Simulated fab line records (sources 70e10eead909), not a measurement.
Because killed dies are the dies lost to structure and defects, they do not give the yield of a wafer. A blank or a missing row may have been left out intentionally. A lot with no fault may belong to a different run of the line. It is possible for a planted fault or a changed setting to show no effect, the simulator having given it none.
Comparing a struck lot with a sound one || flow nandHarc || 23 steps out of a route of 1302
Sound: wafers L156.3, L156.4, L156.5. Struck: wafer L166.4. Last of all comes the cause.
Order at every step that has rows: each side's tool, ch and its chambers, its first start. Under that, the readings that differ: sound wafers || struck wafers || difference of the means || sigmas: that difference in standard deviations of wafers without a fault.
alike: readings whose means differ by less than 2 such deviations, and words and numbers that are the same on both sides. not compared: withheld readings, readings that some wafer has no value for, bounds like >300 that may hide the same value, and numbers for which the record gives no deviation and whose values overlap.
Wherever a step has rows on one side only, a row that says differs or no value, or a row with sigmas, the two part there. When numbers do not overlap yet have no deviation, they are printed without sigmas and do not part them. Lack of a reading on every wafer of one side parts them only where that side has two or more wafers.

first, 4 steps without rows for these wafers: NHARC_A_CONTACT_ETCH_89 (etches the open film in N2/H2, target depth 260 nm, time 475.3 s); NHARC_A_CONTACT_ETCH_30 (etches the open film in CF4/CHF3, target depth 72.6 nm, time 36.3 s); NHARC_A_CONTACT_ETCH_31 (etches the open film in O2/COS, target depth 2800 nm, time 728 s); NHARC_A_CONTACT_ETCH_134 (etches the open film in C4F8/O2/Ar, time 140 s, target depth 700 nm).
NHARC_A_CONTACT_ETCH_135: etches the open film in C4F8/O2/Ar, time 311 s, target depth 1912 nm.
  sound on harCapEtch-02 ch 0,1, day 25 00:38; struck on harCapEtch-02 ch 1, day 28 22:45
  not compared: rfHoursCounterH
then, 6 steps without rows for these wafers: NHARC_A_CONTACT_ETCH_136 (etches the open film in C4F8/O2/Ar, time 311 s, target depth 1912 nm); NHARC_A_CONTACT_ETCH_137 (etches the open film in C4F8/O2/Ar, time 311 s, target depth 1912 nm); NHARC_A_CONTACT_ETCH_138 (etches the open film in C4F8/O2/Ar, time 311 s, target depth 1914 nm); NHARC_A_CONTACT_ETCH_139 (etches the open film in C4F8/O2/Ar, time 195 s, target depth 840 nm); NHARC_A_CONTACT_ETCH_92 (etches the open film in CH3F/O2, target depth 40 nm, time 85.7 s); NHARC_A_CONTACT_ETCH_98 (etches the open film in C4F6/O2, target depth 20 nm, time 10 s).
NHARC_A_CONTACT_CD_MEAS_15:
  sound: cdSem-02 at day 25 02:28; struck: cdSem-02 at day 29 00:32
  alike: cdNm
NHARC_A_CONTACT_STRIP_107: strips in N2/H2.
  sound on rieDiel-07 ch 0,2,3, day 25 02:33; struck on rieDiel-09 ch 0, day 29 00:37
then, 2 steps without rows for these wafers: NHARC_A_CONTACT_STRIP_108 (strips in CF4/CHF3); NHARC_A_CONTACT_STRIP_109 (strips in O2/COS).
NHARC_A_CONTACT_ETCH_110: etches the open film in CF4/O2, target depth 60 nm, overetch 6 nm, time 33 s.
  sound on rieDiel-07 ch 0,1,2, day 25 02:46; struck on rieDiel-09 ch 0, day 29 00:49
{"reading": "biasW (W)", "sound": "100.59 100.14 100.29", "struck": 99.59, "difference": -0.75, "sigmas": -3}
{"reading": "cf4FlowSccm (sccm)", "sound": "80.22 79.59 79.58", "struck": 80.44, "difference": "+0.64", "sigmas": "+2"}
{"reading": "drypumpMotorCurrentA (A)", "sound": "5.7 5.4 5.5", "struck": 6.4, "difference": "+0.9", "sigmas": "+3"}
  alike: oesProductAu, rfVppV, showerheadPlenumPTorr, throttleValvePct
  not compared: rfHoursCounterH
then, 2 steps without rows for these wafers: NHARC_A_CONTACT_STRIP_26 (strips in O2); NHARC_A_CONTACT_STRIP_27 (strips in post etch residue remover, time 600 s).
NHARC_A_CONTACT_ALD_18: deposits TiN, target thk 3 nm, pulse time 1 s, ald cycles 150.
  sound on aldMetal-04 ch 0,1,2, day 25 03:25; struck on aldMetal-04 ch 3, day 29 01:29
  alike: heaterPowerW, precursorPulseHeightRel
  not compared: sinceWetCleanH
NHARC_A_CONTACT_CVD_19: deposits W, target thk 300 nm, time 802 s.
  sound: cvdW-01 ch 0,1; struck: cvdW-02 ch 1
  alike: heaterPowerW, throttleValvePct
  not compared: sinceWetCleanH
NHARC_A_CONTACT_CMP_20: polishes, t overpolish 30 s, target thk 300 nm.
  sound on cmp-03 ch 0,3, day 25 04:32; struck on cmp-04 ch 1, day 29 02:38
  alike: motorCurrentA, overpolishRunS, timeToEndpointS
after that, 1 step had no rows for these wafers: NHARC_A_CONTACT_SRD_22.
-- record jumps: 3 days between struck wafers' starts before vs after; left off in module A_CONTACT, resumes in module END, first step shown is number 1302 of the route --
NHARC_END_SORT_01:
  the record has rows for the struck wafers here (prober-01 ch 0, day 31 17:53) and none for the sound ones

WHERE THEY PART
At NHARC_A_CONTACT_ETCH_110 first; at NHARC_END_SORT_01 last (within this record only).

WHY: the cause the simulator had injected
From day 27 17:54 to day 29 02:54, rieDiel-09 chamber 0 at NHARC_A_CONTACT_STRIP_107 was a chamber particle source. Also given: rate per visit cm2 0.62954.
